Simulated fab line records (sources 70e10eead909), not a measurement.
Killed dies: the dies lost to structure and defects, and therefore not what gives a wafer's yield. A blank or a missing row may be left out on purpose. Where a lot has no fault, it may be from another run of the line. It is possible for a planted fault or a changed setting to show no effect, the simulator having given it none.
fab line records + flow nandHarc
record:
- lots: 13
- wafers: 39
- lastDay: 34
route steps=1302 shown A_STAIRCASE@678 HYBRID_BOND@1242 THIN_TSV@1270 END@1302
lots that met no fault: from a run of the same line without faults
startH: hours from the record's first day to the start of the lot's first wafer shown + waitH: hours from the lot's prior step to this one + " unchanged from the row above + L1.1+2: a single row standing in for several wafers + - value missing, or start not given + * or withheld: withheld + < > ~ a bound
route shown NAME@n: NAME is a module with steps in the file, n the number in the route of the first one + usual: mean/standard deviation of fault-free wafers + same: alike in all rows + chamber/n: place in a boat + sites: each site's reading + _std_site: how widely they spread, as a standard deviation + _edge_site: inner sites' mean taken away from outer sites' mean + radiusMm: for every site, how far away it sits from the centre of the wafer + mask NAME#n: copy n + behind: the tool/chamber that last shaped the wafer + hold: why the lot was held/for how many hours/how that ended + device: the n, p or np transistor that did not switch + end of line: tests run on the same wafers once the route is complete + step lacking rows: just its recipe + killed: not the wafer's yield, but the dies lost to structure and defects at the first sort + map: dies across one wafer; x = killed, . = not, _ = none there
set.NAME: the setting as run; set.NAME@STEP: as run at that earlier step + model.NAME: the simulator's own value behind a step, which no gauge read
steps of the route over a sample of lots; a table a step, a row a wafer
services: when a tool's chamber went out of use (startH, in hours from the record's first day, below 0 if earlier), for how many hours, and the reason
== steps ==
step: NHARC_A_STAIRCASE_ETCH_21
recipe:
- targetDepthA: 1000
- timeS: 40.5
- ionEnergyEv: 400
- c4f8FlowSccm: 20
- o2FlowSccm: 10
- arFlowSccm: withheld
- rfW: 600
- biasW: 1000
- chemistry: C4F8/O2
usual:
- oesProductAu: 0.946/0.015
- rfVppV: 894/4.6
| lot.wafer | tool       | chamber | startH | waitH | oesProductAu | rfHoursCounterH | rfVppV |
|-----------|------------|---------|--------|-------|--------------|-----------------|--------|
| L386.2    | rieDiel-05 | 3       | 350.34 | -     | 0.965        | 25              | 896    |
| L386.4    | "          | 0       | "      | "     | 0.971        | 27              | 887    |
| L386.5    | "          | 1       | "      | "     | 0.956        | -               | 901    |
| L387.2    | rieDiel-03 | 3       | 357.85 | -     | 0.946        | 25              | 896    |
| L387.4    | "          | 1       | "      | "     | 0.951        | 21              | 900    |
| L387.5    | "          | 0       | "      | "     | 0.941        | -               | 899    |
| L392.2    | rieDiel-02 | 2       | 412.10 | -     | 0.946        | 3               | 889    |
| L392.4    | "          | 0       | "      | "     | 0.956        | 4               | 899    |
| L392.5    | "          | 2       | "      | "     | 0.941        | -               | 888    |
| L395.4    | rieDiel-05 | 3       | 457.05 | -     | 0.935        | 11              | 896    |
| L395.3    | "          | 0       | "      | "     | 0.945        | 10              | 888    |
| L395.2    | "          | 2       | "      | "     | 0.943        | 10              | 894    |
| L399.2    | rieDiel-02 | 1       | 485.64 | -     | 0.947        | 28              | 892    |
| L399.4    | "          | 0       | "      | "     | 0.950        | 30              | 898    |
| L399.6    | "          | 2       | "      | "     | 0.953        | -               | 888    |
| L400.3    | rieDiel-03 | 1       | 492.37 | -     | 0.939        | 6               | 900    |
| L400.2    | "          | 3       | "      | "     | 0.925        | 6               | 895    |
| L400.4    | "          | 3       | "      | "     | 0.929        | -               | 896    |
| L401.3    | rieDiel-03 | 0       | 497.61 | -     | 0.972        | 5               | 897    |
| L401.4    | "          | 2       | "      | "     | 0.967        | 8               | 886    |
| L401.6    | "          | 0       | "      | "     | 0.969        | -               | 900    |
| L402.4    | rieDiel-02 | 2       | 516.96 | -     | 0.995        | 39              | 888    |
| L402.5    | "          | 1       | "      | "     | 0.958        | -               | 892    |
| L402.6    | "          | 2       | "      | "     | 0.991        | -               | 888    |
| L403.3    | rieDiel-02 | 0       | 524.45 | -     | 0.950        | 43              | 897    |
| L403.1    | "          | 2       | "      | "     | 0.967        | 42              | 887    |
| L403.5    | "          | 3       | "      | "     | 0.950        | -               | 894    |
| L405.4    | rieDiel-05 | 1       | 552.46 | -     | 0.945        | 47              | 899    |
| L405.2    | "          | 2       | "      | "     | 0.944        | 49              | 892    |
| L405.5    | "          | 3       | "      | "     | 0.946        | -               | 896    |
| L406.2    | rieDiel-03 | 1       | 562.09 | -     | 0.935        | 26              | 898    |
| L406.4    | "          | 2       | "      | "     | 0.938        | 31              | 886    |
| L406.5    | "          | 1       | "      | "     | 0.935        | -               | 899    |
| L408.2    | rieDiel-03 | 1       | 574.96 | -     | 0.938        | 32              | 899    |
| L408.4    | "          | 0       | "      | "     | 0.931        | 39              | 898    |
| L408.5    | "          | 2       | "      | "     | 0.948        | -               | 887    |
| L409.2    | rieDiel-02 | 3       | 590.52 | -     | 0.944        | 3               | 893    |
| L409.1    | "          | 0       | "      | "     | 0.939        | 3               | 899    |
| L409.5    | "          | 2       | "      | "     | 0.954        | -               | 890    |
step: NHARC_HYBRID_BOND_OVL_MEAS_05
usual:
- overlayXNm: 0/32
- overlayYNm: 2/30
| lot.wafer | tool       | chamber | startH | waitH | overlayXNm | overlayYNm |
|-----------|------------|---------|--------|-------|------------|------------|
| L386.2    | overlay-01 | -       | 538.93 | 0.4   | 28         | 37         |
| L386.4    | "          | -       | "      | "     | -23        | 11         |
| L386.5    | "          | -       | "      | "     | 11         | -24        |
| L387.2    | overlay-02 | -       | 562.80 | 0.4   | -8         | 3          |
| L387.4    | "          | -       | "      | "     | -1         | -7         |
| L387.5    | "          | -       | "      | "     | -29        | -20        |
| L392.2    | overlay-01 | -       | 605.70 | 0.4   | -11        | 42         |
| L392.4    | "          | -       | "      | "     | 12         | -24        |
| L392.5    | "          | -       | "      | "     | -37        | 3          |
| L395.2    | overlay-02 | -       | 669.93 | 0.4   | 6          | 33         |
| L395.3    | "          | -       | "      | "     | 24         | 29         |
| L395.4    | "          | -       | "      | "     | -16        | 2          |
| L399.2    | overlay-01 | -       | 681.92 | 0.4   | 10         | -19        |
| L399.4    | "          | -       | "      | "     | -19        | 24         |
| L399.6    | "          | -       | "      | "     | -3         | -19        |
| L400.2    | overlay-02 | -       | 689.03 | 0.4   | -56        | -7         |
| L400.3    | "          | -       | "      | "     | 51         | -32        |
| L400.4    | "          | -       | "      | "     | 28         | -23        |
| L401.3    | overlay-01 | -       | 689.03 | 0.4   | 4          | 41         |
| L401.4    | "          | -       | "      | "     | -44        | 5          |
| L401.6    | "          | -       | "      | "     | 5          | -15        |
| L402.4    | overlay-02 | -       | 703.22 | 0.4   | -11        | 12         |
| L402.5    | "          | -       | "      | "     | 35         | 49         |
| L402.6    | "          | -       | "      | "     | -6         | -33        |
| L403.1    | overlay-01 | -       | 718.98 | 0.4   | 34         | -27        |
| L403.3    | "          | -       | "      | "     | -29        | -19        |
| L403.5    | "          | -       | "      | "     | 6          | 73         |
| L405.2    | overlay-02 | -       | 740.84 | 0.4   | -48        | -16        |
| L405.4    | "          | -       | "      | "     | -63        | 37         |
| L405.5    | "          | -       | "      | "     | 28         | -11        |
| L406.2    | overlay-01 | -       | 740.84 | 0.4   | -3         | 40         |
| L406.4    | "          | -       | "      | "     | 28         | -25        |
| L406.5    | "          | -       | "      | "     | 17         | -9         |
| L408.2    | overlay-02 | -       | 754.60 | 0.4   | 5          | 86         |
| L408.4    | "          | -       | "      | "     | -46        | -2         |
| L408.5    | "          | -       | "      | "     | -35        | -11        |
| L409.1    | overlay-02 | -       | 786.10 | 0.4   | 11         | 29         |
| L409.2    | "          | -       | "      | "     | 22         | 20         |
| L409.5    | "          | -       | "      | "     | -16        | -4         |
step: NHARC_THIN_TSV_DEGAS_49
recipe:
- tempC: 300
- timeS: 120
usual:
- heaterPowerW: 465/28
| lot.wafer | tool          | chamber | startH | waitH | heaterPowerW |
|-----------|---------------|---------|--------|-------|--------------|
| L386.4    | pvdSputter-02 | -       | 546.71 | 0.1   | 416          |
| L386.2    | "             | -       | "      | "     | 483          |
| L386.5    | "             | -       | "      | "     | 430          |
| L387.4    | pvdSputter-03 | -       | 568.33 | 0.1   | 441          |
| L387.2    | "             | -       | "      | "     | 429          |
| L387.5    | "             | -       | "      | "     | 528          |
| L392.4    | pvdSputter-02 | -       | 611.25 | 0.1   | 420          |
| L392.2    | "             | -       | "      | "     | 471          |
| L392.5    | "             | -       | "      | "     | 433          |
| L395.3    | pvdSputter-01 | -       | 678.11 | 0.1   | 452          |
| L395.2    | "             | -       | "      | "     | 490          |
| L395.4    | "             | -       | "      | "     | 484          |
| L399.2    | pvdSputter-02 | -       | 687.47 | 0.1   | 483          |
| L399.4    | "             | -       | "      | "     | 449          |
| L399.6    | "             | -       | "      | "     | 501          |
| L400.2    | pvdSputter-03 | -       | 694.70 | 0.1   | 475          |
| L400.3    | "             | -       | "      | "     | 529          |
| L400.4    | "             | -       | "      | "     | 420          |
| L401.3    | pvdSputter-03 | -       | 696.06 | 0.1   | 515          |
| L401.4    | "             | -       | "      | "     | 430          |
| L401.6    | "             | -       | "      | "     | 503          |
| L402.4    | pvdSputter-02 | -       | 708.89 | 0.1   | 474          |
| L402.5    | "             | -       | "      | "     | 492          |
| L402.6    | "             | -       | "      | "     | 463          |
| L403.3    | pvdSputter-03 | -       | 724.49 | 0.1   | 448          |
| L403.1    | "             | -       | "      | "     | 443          |
| L403.5    | "             | -       | "      | "     | 458          |
| L405.2    | pvdSputter-02 | -       | 749.17 | 0.1   | 456          |
| L405.4    | "             | -       | "      | "     | 464          |
| L405.5    | "             | -       | "      | "     | 449          |
| L406.4    | pvdSputter-03 | -       | 750.36 | 0.1   | 439          |
| L406.2    | "             | -       | "      | "     | 543          |
| L406.5    | "             | -       | "      | "     | 473          |
| L408.2    | pvdSputter-01 | -       | 761.38 | 0.2   | 444          |
| L408.4    | "             | -       | "      | "     | 452          |
| L408.5    | "             | -       | "      | "     | 480          |
| L409.2    | pvdSputter-03 | -       | 794.01 | 0.2   | 552          |
| L409.1    | "             | -       | "      | "     | 453          |
| L409.5    | "             | -       | "      | "     | 473          |
step: NHARC_THIN_TSV_ETCH_59
recipe:
- targetDepthA: 8800
- icpW: 900
- biasW: 100
- Cl2_flow_sccm: 60
- bcl3FlowSccm: 30
- timeS: 138.1
- chemistry: Cl2/BCl3
usual:
- drypumpMotorCurrentA: 5.61/0.13
- heBacksideLeakSccm: 3.40/0.24
- oesProductAu: 1.002/0.011
- throttleValvePct: 22.264/0.0088
| lot.wafer | tool        | chamber | startH | waitH | drypumpMotorCurrentA | heBacksideLeakSccm | oesProductAu | rfHoursCounterH | throttleValvePct |
|-----------|-------------|---------|--------|-------|----------------------|--------------------|--------------|-----------------|------------------|
| L386.2    | rieMetal-01 | 0       | 550.19 | 0.2   | 5.58                 | 3.72               | 1.008        | 2.2             | 22.265           |
| L386.4    | "           | 0       | "      | "     | 5.55                 | 3.75               | 1.010        | -               | 22.255           |
| L386.5    | "           | 0       | "      | "     | 5.59                 | 3.63               | 1.009        | -               | 22.257           |
| L387.2    | rieMetal-02 | 1       | 571.76 | 0.1   | 5.78                 | 3.26               | 1.003        | 1.8             | 22.261           |
| L387.4    | "           | 1       | "      | "     | 5.77                 | 3.16               | 1.010        | -               | 22.255           |
| L387.5    | "           | 1       | "      | "     | 5.80                 | 3.19               | 1.005        | -               | 22.262           |
| L392.2    | rieMetal-02 | 0       | 614.67 | 0.1   | 5.56                 | 3.89               | 1.003        | 2.8             | 22.257           |
| L392.4    | "           | 0       | "      | "     | 5.54                 | 3.64               | 1.012        | -               | 22.269           |
| L392.5    | "           | 1       | "      | "     | 5.79                 | 3.35               | 1.007        | -               | 22.263           |
| L395.2    | rieMetal-02 | 0       | 681.70 | 0.1   | 5.51                 | 3.32               | 1.021        | 0.8             | 22.256           |
| L395.4    | "           | 1       | "      | "     | 5.77                 | 3.12               | 1.001        | -               | 22.271           |
| L395.3    | "           | 0       | "      | "     | 5.53                 | 3.50               | 1.007        | -               | 22.261           |
| L399.2    | rieMetal-03 | 1       | 690.95 | 0.1   | 5.79                 | 3.48               | 0.986        | 3.0             | 22.249           |
| L399.4    | "           | 0       | "      | "     | 5.53                 | 3.26               | 1.008        | -               | 22.262           |
| L399.6    | "           | 0       | "      | "     | 5.54                 | 3.25               | 1.005        | -               | 22.271           |
| L400.2    | rieMetal-01 | 0       | 697.98 | 0.1   | 5.60                 | 3.64               | 0.994        | 1.7             | 22.283           |
| L400.4    | "           | 0       | "      | "     | 5.59                 | 3.68               | 0.998        | -               | 22.254           |
| L400.3    | "           | 1       | "      | "     | 5.44                 | 3.30               | 1.001        | -               | 22.244           |
| L401.4    | rieMetal-02 | 0       | 699.47 | 0.2   | 5.53                 | 3.37               | 1.026        | -               | 22.277           |
| L401.3    | "           | 1       | "      | "     | 5.80                 | 3.12               | 0.992        | -               | 22.280           |
| L401.6    | "           | 1       | "      | "     | 5.80                 | 3.14               | 0.996        | -               | 22.257           |
| L402.4    | rieMetal-01 | 1       | 712.27 | 0.2   | 5.45                 | 3.80               | 1.018        | -               | 22.263           |
| L402.6    | "           | 1       | "      | "     | 5.43                 | 3.63               | 1.008        | -               | 22.264           |
| L402.5    | "           | 0       | "      | "     | 5.60                 | 3.74               | 0.998        | -               | 22.273           |
| L403.1    | rieMetal-03 | 0       | 727.94 | 0.1   | 5.53                 | 3.19               | 1.004        | 0.3             | 22.260           |
| L403.3    | "           | 1       | "      | "     | 5.76                 | 3.36               | 0.985        | -               | 22.265           |
| L403.5    | "           | 1       | "      | "     | 5.78                 | 3.36               | 0.982        | -               | 22.274           |
| L405.2    | rieMetal-03 | 0       | 752.67 | 0.1   | 5.52                 | 3.21               | 0.996        | 0.5             | 22.269           |
| L405.4    | "           | 1       | "      | "     | 5.75                 | 3.29               | 0.987        | -               | 22.256           |
| L405.5    | "           | 0       | "      | "     | 5.57                 | 3.28               | 1.004        | -               | 22.273           |
| L406.2    | rieMetal-02 | 1       | 753.85 | 0.2   | 5.80                 | 3.12               | 1.003        | 2.1             | 22.275           |
| L406.4    | "           | 1       | "      | "     | 5.77                 | 3.13               | 1.001        | -               | 22.270           |
| L406.5    | "           | 1       | "      | "     | 5.76                 | 3.07               | 1.014        | -               | 22.260           |
| L408.2    | rieMetal-03 | 0       | 764.80 | 0.1   | 5.55                 | 3.17               | 1.000        | 1.0             | 22.259           |
| L408.4    | "           | 0       | "      | "     | 5.54                 | 3.27               | 1.004        | -               | 22.263           |
| L408.5    | "           | 0       | "      | "     | 5.58                 | 3.25               | 1.005        | -               | 22.263           |
| L409.1    | rieMetal-02 | 0       | 797.30 | 0.1   | 5.54                 | 3.55               | 1.010        | 2.7             | 22.282           |
| L409.2    | "           | 1       | "      | "     | 5.76                 | 3.06               | 1.000        | 2.7             | 22.248           |
| L409.5    | "           | 0       | "      | "     | 5.54                 | 3.52               | 1.003        | -               | 22.255           |
step: NHARC_END_SORT_01
recipe:
- tempC: 25
usual:
- killedAtArray: 51/17
- killedAtOther: 1.0/1.2
- killedAtPeriphery: 3.4/2.5
- killedDies: 56/17
- killedOpen: 3.3/2.1
- killedShort: 2.6/1.6
same:
- grossDies: 677
| lot.wafer | tool      | chamber | startH | waitH | killedAtArray | killedAtOther | killedAtPeriphery | killedDies | killedOpen | killedShort |
|-----------|-----------|---------|--------|-------|---------------|---------------|-------------------|------------|------------|-------------|
| L395.2    | prober-02 | 0       | 689.82 | 2.8   | 60            | 1             | 2                 | 63         | 5          | 0           |
| L395.3    | prober-02 | 0       | 690.62 | 3.1   | 75            | 0             | 6                 | 81         | 9          | 2           |
| L395.4    | prober-02 | 0       | 691.43 | 3.4   | 118           | 1             | 2                 | 121        | 3          | 3           |
killed by level:class
L395.2 A_CHANNEL_HOLE_D1:chamberFilmFlake=30 A_CHANNEL_HOLE_D2:chamberFilmFlake=13 A_CONTACT:chamberFilmFlake=7 A_CHANNEL_FILL_D2:chamberFilmFlake=2 A_ONON_D1:geometricParticle:open=1 A_CHANNEL_FILL_D1:geometricParticle:open=1 A_ONON_D2:geometricParticle:open=1 A_CONTACT:geometricParticle:open=1
L395.3 A_CHANNEL_HOLE_D1:chamberFilmFlake=30 A_CHANNEL_HOLE_D2:chamberFilmFlake=22 A_CONTACT:chamberFilmFlake=7 P_STI:chamberFilmFlake=4 A_STAIRCASE:chamberFilmFlake=4 A_ONON_D1:geometricParticle:open=2 A_CHANNEL_FILL_D2:geometricParticle:open=2 A_SLIT:chamberFilmFlake=2
L395.4 A_STAIRCASE:unspecified=77 A_CHANNEL_HOLE_D2:chamberFilmFlake=17 A_CHANNEL_HOLE_D1:chamberFilmFlake=10 A_CONTACT:chamberFilmFlake=6 P_M0:geometricParticle:open=1 A_SOURCE_PLATE:geometricParticle:short=1 A_CHANNEL_FILL_D2:geometricParticle:open=1 A_WL_FILL:geometricParticle:open=1
== services ==
| tool          | chamber | startH | hours | kind   |
|---------------|---------|--------|-------|--------|
| pvdSputter-02 | -       | 329.88 | 9.7   | repair |
| rieDiel-03    | 0       | 337.37 | 3.0   | repair |
| rieDiel-03    | 2       | 340.82 | 2.7   | repair |
| pvdSputter-03 | -       | 348.03 | 10.0  | pm     |
| rieMetal-02   | 1       | 370.49 | 1.1   | repair |
| rieDiel-03    | 1       | 384.70 | 31.3  | repair |
| rieDiel-02    | -       | 394.44 | 9.0   | pm     |
| rieDiel-02    | 3       | 413.34 | 12.9  | repair |
| pvdSputter-02 | -       | 418.50 | 1.3   | repair |
| rieMetal-02   | -       | 454.00 | 9.0   | pm     |
| rieDiel-03    | -       | 458.30 | 9.0   | pm     |
| pvdSputter-02 | -       | 460.00 | 10.0  | pm     |
| pvdSputter-03 | -       | 477.12 | 16.2  | repair |
| pvdSputter-02 | -       | 482.79 | 5.0   | repair |
| rieDiel-03    | 0       | 485.25 | 7.6   | repair |
| pvdSputter-02 | -       | 516.37 | 0.7   | repair |
| rieDiel-03    | 1       | 518.37 | 15.8  | repair |
| pvdSputter-03 | -       | 526.03 | 10.0  | pm     |
| rieMetal-02   | 0       | 590.83 | 4.5   | repair |
| rieMetal-02   | -       | 631.00 | 9.0   | pm     |
| rieMetal-02   | 0       | 673.10 | 1.5   | repair |
| pvdSputter-03 | -       | 704.03 | 10.0  | pm     |
| pvdSputter-03 | -       | 749.03 | 1.2   | repair |
| pvdSputter-03 | -       | 797.10 | 4.6   | repair |
== key ==
firstSign:
- step: NHARC_END_SORT_01
- reading: killedAtArray
- direction: up
- sigmas: 3.9
- usual: 51
- struck: 118
effect:
- step: NHARC_END_SORT_01
- reading: killedDies
- direction: up
- sigmas: 3.8
- usual: 56
- struck: 121
moreKillsBornAt:
- NHARC_A_STAIRCASE_ETCH_21@rieDiel-05: 77
metAt NHARC_A_STAIRCASE_ETCH_21
struckLots L395
struckWafers L395.4
testerLeftOut L395
notActingAt NHARC_HYBRID_BOND_OVL_MEAS_05,NHARC_THIN_TSV_DEGAS_49,NHARC_THIN_TSV_ETCH_59
onsetBetween 350.34 457.05
fault:
- kind: chamberParticleSource
- tool: rieDiel-05
- chamber: 3
- onsetH: 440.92
- steps: NHARC_A_STAIRCASE_ETCH_21
- ratePerVisitCm2: 0.65723
- endH: 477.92
testerLeftOut: of these lots the tester's yield and bins aren't shown, on N5 and GAA mostly nor the transistor test; their killed dies are dies lost to structure and defects alone, not to doping, threshold or leakage, so they don't give the yield
